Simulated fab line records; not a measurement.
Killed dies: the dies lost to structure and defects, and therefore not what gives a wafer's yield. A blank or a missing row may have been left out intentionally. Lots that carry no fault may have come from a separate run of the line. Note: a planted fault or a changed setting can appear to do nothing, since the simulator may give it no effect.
Which tool was responsible? | flow n5-finfet | Sampling: 9 lots, 26 wafers, 7 of 1938 route steps

== WHAT THE GAUGES READ, wafer by wafer ==
N5_BEOL_M0_SAQP_CD_MEAS_40: target cd 30 nm.
lot  | measured     | on        | cd-nm (nm)
L310 | day 6 19:34  | cd-sem-02 | 30.04 30.23 30.10
L312 | day 7 10:46  | cd-sem-01 | 30.36 30.17 30.11
L314 | day 8 00:11  | cd-sem-03 | 30.04 30.11
L316 | day 8 08:19  | cd-sem-03 | 29.59 29.58 29.87
L317 | day 8 14:42  | cd-sem-02 | 29.53 30.09 29.92
L321 | day 9 16:16  | cd-sem-02 | 30.12 29.85 30.12
L322 | day 9 22:07  | cd-sem-03 | 29.74 29.69 29.64
L327 | day 11 10:20 | cd-sem-01 | 30.00 29.23 29.72
L328 | day 11 15:41 | cd-sem-03 | 30.26 29.99 29.89

N5_BEOL_M0_SAQP_INSPECT_42: inspects for defects (brightfield).
lot  | measured     | on                | raw-defect-count
L310 | day 6 19:40  | defect-inspect-01 | 229 300 265
L312 | day 7 10:51  | defect-inspect-02 | 239 236 262
L314 | day 8 00:16  | defect-inspect-02 | 228 162
L316 | day 8 08:24  | defect-inspect-02 | 1029 394 213
L317 | day 8 14:47  | defect-inspect-02 | 271 200 252
L321 | day 9 16:30  | defect-inspect-02 | 229 240 225
L322 | day 9 22:12  | defect-inspect-02 | 339 278 292
L327 | day 11 10:25 | defect-inspect-02 | 314 244 229
L328 | day 11 15:47 | defect-inspect-02 | 172 275 149

N5_BEOL_M0_CUTY_INSPECT_59: inspects for defects (macro).
lot  | measured     | on                | raw-defect-count
L310 | day 6 21:13  | defect-inspect-02 | 3 2 3
L312 | day 7 12:27  | defect-inspect-02 | 3 3 2
L314 | day 8 01:50  | defect-inspect-02 | 3 0
L316 | day 8 09:58  | defect-inspect-02 | >300 0 2
L317 | day 8 16:30  | defect-inspect-02 | 2 1 2
L321 | day 9 17:46  | defect-inspect-02 | 4 2 3
L322 | day 9 23:44  | defect-inspect-02 | 1 2 4
L327 | day 11 11:55 | defect-inspect-02 | 2 3 2
L328 | day 11 17:11 | defect-inspect-01 | 1 1 2

N5_BEOL_M4_RC_MEAS_101.
lot  | measured     | on        | DIBL_N (mV/V)  | DIBL_P (mV/V)  | IOFF_N (nA/um) | IOFF_P (nA/um) | ION_N (uA/um) | ION_P (uA/um) | SS_N (mV/dec)  | SS_P (mV/dec)  | VT_N (mV)   | VT_P (mV)
L310 | day 10 20:36 | prober-02 | 34.7 36.8 32.4 | 35.1 38.1 33.0 | 0.13 0.17 0.10 | 0.16 0.21 0.15 | 675 687 657   | 459 468 460   | 70.9 71.0 70.7 | 73.1 73.9 71.7 | 255 249 254 | -254 -252 -254
L312 | day 11 17:02 | prober-02 | 35.0 42.0 34.9 | 34.2 43.0 33.9 | 0.13 0.28 0.13 | 0.15 0.29 0.16 | 644 704 676   | 440 470 457   | 71.1 73.0 71.1 | 72.1 74.2 73.0 | 253 241 249 | -258 -251 -253
L314 | day 11 12:14 | prober-01 | 36.6 36.9      | 35.0 35.7      | 0.16 0.18      | 0.21 0.22      | 691 697       | 467 473       | 71.0 71.7      | 73.7 73.7      | 253 249     | -253 -250
L316 | day 12 11:43 | prober-01 | 37.5 33.3 39.0 | 38.5 34.1 39.8 | 0.20 0.12 0.23 | 0.23 0.17 0.25 | 679 659 682   | 457 454 466   | 71.9 70.4 72.8 | 74.0 72.7 74.5 | 246 252 246 | -251 -254 -247
L317 | day 13 12:01 | prober-02 | 37.6 33.3 38.7 | 39.6 33.2 41.4 | 0.18 0.12 0.20 | 0.24 0.15 0.28 | 667 664 664   | 456 453 460   | 72.1 70.7 72.3 | 74.0 72.2 74.4 | 250 253 247 | -249 -255 -250
L321 | day 14 08:44 | prober-01 | 35.4 36.4 34.7 | 36.2 38.3 35.6 | 0.16 0.19 0.14 | 0.21 0.23 0.19 | 656 682 649   | 459 465 455   | 71.1 71.7 71.7 | 74.2 74.2 73.3 | 251 247 253 | -250 -251 -250
L322 | day 13 11:56 | prober-01 | 37.2 33.4 35.6 | 36.8 33.5 34.8 | 0.19 0.13 0.16 | 0.27 0.20 0.23 | 692 670 662   | 484 467 469   | 72.1 70.7 71.8 | 74.2 73.6 73.9 | 245 251 249 | -244 -249 -244
L327 | day 15 03:29 | prober-02 | 34.4 36.6 37.4 | 33.6 36.6 37.9 | 0.13 0.17 0.18 | 0.17 0.22 0.24 | 667 691 679   | 457 472 468   | 70.5 71.7 71.6 | 72.3 73.8 73.5 | 250 249 250 | -251 -248 -246
L328 | day 15 13:25 | prober-01 | 34.9 37.3 35.3 | 36.2 38.6 35.4 | 0.12 0.16 0.13 | 0.17 0.21 0.16 | 664 671 666   | 459 469 453   | 71.3 71.8 71.5 | 73.3 74.0 72.8 | 257 252 255 | -256 -251 -258

== WHICH TOOL RAN EACH LOT (tool, then ch and the chambers of the sampled wafers, then the start) ==
lot  | N5_BEOL_M0_SAQP_ETCH_101           | N5_BEOL_M0_SAQP_ALD_48            | N5_BEOL_M0_SAQP_STRIP_75
L310 | rie-diel-06 ch 1,2,3, day 6 17:19  | ald-sin-04 ch 0,1,3, day 6 20:09  | rie-diel-06 ch 0,1,2, day 6 20:46
L312 | rie-diel-06 ch 1,2,3, day 7 08:28  | ald-sin-04 ch 1,2,3, day 7 11:22  | rie-diel-03 ch 0,2,3, day 7 12:00
L314 | rie-diel-03 ch 1,3, day 7 22:07    | ald-sin-02 ch 1, day 8 00:46      | rie-diel-02 ch 2,3, day 8 01:24
L316 | rie-diel-06 ch 0,1,3, day 8 06:17  | ald-sin-02 ch 0,2,3, day 8 09:01  | rie-diel-06 ch 0,1,2, day 8 09:39
L317 | rie-diel-03 ch 0,1, day 8 12:20    | ald-sin-04 ch 0,3, day 8 15:11    | rie-diel-06 ch 1,2, day 8 16:03
L321 | rie-diel-03 ch 0,2, day 9 14:11    | ald-sin-04 ch 0,3, day 9 16:49    | rie-diel-02 ch 0,3, day 9 17:26
L322 | rie-diel-03 ch 1,2, day 9 19:50    | ald-sin-04 ch 0,2, day 9 22:39    | rie-diel-03 ch 1,2, day 9 23:17
L327 | rie-diel-06 ch 1,2,3, day 11 08:08 | ald-sin-04 ch 0,1,3, day 11 10:45 | rie-diel-02 ch 0,2,3, day 11 11:28
L328 | rie-diel-03 ch 0,1,2, day 11 12:10 | ald-sin-01 ch 2,3, day 11 16:06   | rie-diel-02 ch 2,3, day 11 16:44
- N5_BEOL_M0_SAQP_ETCH_101: etches SiNx in CH3F/O2, target depth 29.9 nm, time 42.7 s.
- N5_BEOL_M0_SAQP_ALD_48: deposits SiO2, target thk 20 nm, pulse time 1 s, co reactant pulse time 1 s.
- N5_BEOL_M0_SAQP_STRIP_75: strips in CF4.

== AS READ BY THE TOOLS THEMSELVES (means over the sampled wafers that have a number; for cases with no such wafer, the mark the record gives instead) ==
N5_BEOL_M0_SAQP_ETCH_101.
lot  | tool        | drypump-motor-current-A (A) | oes-product-au (a.u.) | rf-fwd-power-W (W) | rf-vpp-V (V) | showerhead-plenum-p-Torr (Torr) | throttle-valve-pct (%)
L310 | rie-diel-06 | 5.7                         | 0.79                  | 392.3              | 297          | 1.96                            | 16.43
L312 | rie-diel-06 | 5.7                         | 0.79                  | 392.8              | 298          | 1.96                            | 16.44
L314 | rie-diel-03 | 5.7                         | 0.77                  | 393.2              | 298          | 2.04                            | 16.50
L316 | rie-diel-06 | 5.6                         | 0.84                  | 391.5              | 299          | 2.00                            | 16.36
L317 | rie-diel-03 | 6.1                         | 0.83                  | 393.7              | 304          | 2.02                            | 16.25
L321 | rie-diel-03 | 5.6                         | 0.74                  | 391.9              | 300          | 2.05                            | 16.42
L322 | rie-diel-03 | 6.1                         | 0.73                  | 393.0              | 300          | 2.02                            | 16.46
L327 | rie-diel-06 | 5.7                         | 0.76                  | 392.7              | 297          | 1.96                            | 16.50
L328 | rie-diel-03 | 6.0                         | 0.75                  | 393.3              | 302          | 2.03                            | 16.40

N5_BEOL_M0_SAQP_ALD_48.
lot  | tool       | chamber-pressure-Torr (Torr) | heater-power-w (W) | precursor-pulse-height-rel | susceptor-temp-C (C)
L310 | ald-sin-04 | 2.001                        | 93                 | 0.972                      | 100.01
L312 | ald-sin-04 | 1.996                        | 90                 | 0.995                      | 100.01
L314 | ald-sin-02 | 2.008                        | 86                 | 1.003                      | 100.12
L316 | ald-sin-02 | 2.000                        | 73                 | 0.983                      | 100.05
L317 | ald-sin-04 | 2.002                        | 92                 | 0.994                      | 100.04
L321 | ald-sin-04 | 2.001                        | 90                 | 0.982                      | 99.93
L322 | ald-sin-04 | 2.004                        | 83                 | 1.011                      | 99.91
L327 | ald-sin-04 | 2.000                        | 94                 | 1.000                      | 99.99
L328 | ald-sin-01 | 2.000                        | 69                 | 0.992                      | 100.01

N5_BEOL_M0_SAQP_STRIP_75.
lot  | tool        | cf4-flow-sccm (sccm) | drypump-motor-current-A (A) | oes-product-au (a.u.) | rf-fwd-power-W (W) | rf-vpp-V (V) | showerhead-plenum-p-Torr (Torr) | throttle-valve-pct (%)
L310 | rie-diel-06 | 150.4                | 5.6                         | 0.204                 | 292.6              | 269.9        | 1.75                            | 13.40
L312 | rie-diel-03 | 149.9                | 5.4                         | 0.183                 | 293.6              | 272.3        | 1.84                            | 13.63
L314 | rie-diel-02 | 149.7                | 5.6                         | 0.176                 | 294.8              | 271.0        | 1.75                            | 13.73
L316 | rie-diel-06 | 150.2                | 5.5                         | 0.199                 | 292.6              | 270.4        | 1.75                            | 13.41
L317 | rie-diel-06 | 149.8                | 5.7                         | 0.188                 | 293.2              | 270.3        | 1.72                            | 13.57
L321 | rie-diel-02 | 149.8                | 5.5                         | 0.181                 | 292.8              | 270.5        | 1.72                            | 13.53
L322 | rie-diel-03 | 149.9                | 5.7                         | 0.164                 | 294.5              | 271.8        | 1.81                            | 13.64
L327 | rie-diel-02 | 149.6                | 5.6                         | 0.173                 | 293.5              | 269.7        | 1.74                            | 13.66
L328 | rie-diel-02 | 150.0                | 5.6                         | 0.170                 | 294.7              | 269.1        | 1.73                            | 13.79

== THE ANSWER, worked out from the rows above alone ==
Rule: what is usual is taken from the lots themselves. The widest of any qualifying gaps counts: lots, ordered by their means at a reading, are off when they make up no more than a third of the lots, leave a main group of 4 or more, and stand apart from it by 3 or more times the standard deviation of that group's means. A main group is skipped when, at the precision printed for the reading in the tables above, its means are all equal. A lot without any number at a reading at which 4 lots or more have one is off too. Any other lot the step has rows for is counted as sound. After the gauges, taken in route order, come the tools' own readings; for these a lot's mean is taken, as printed above. At the first step where some lot is off, the reading lying furthest off is the one used; lots without a number count as furthest.
Off: L316, at N5_BEOL_M0_SAQP_INSPECT_42 (raw-defect-count). For the main group the mean is 243 and the standard deviation 33.
If a tool, at a process step before that reading, ran all the lots that are off and no sound lot after the first of them, it fits. The gauges at N5_BEOL_M0_SAQP_INSPECT_42 are tried like those tools. No candidate that was tried fits.

== WHAT THE SIMULATOR HAD INSERTED ==
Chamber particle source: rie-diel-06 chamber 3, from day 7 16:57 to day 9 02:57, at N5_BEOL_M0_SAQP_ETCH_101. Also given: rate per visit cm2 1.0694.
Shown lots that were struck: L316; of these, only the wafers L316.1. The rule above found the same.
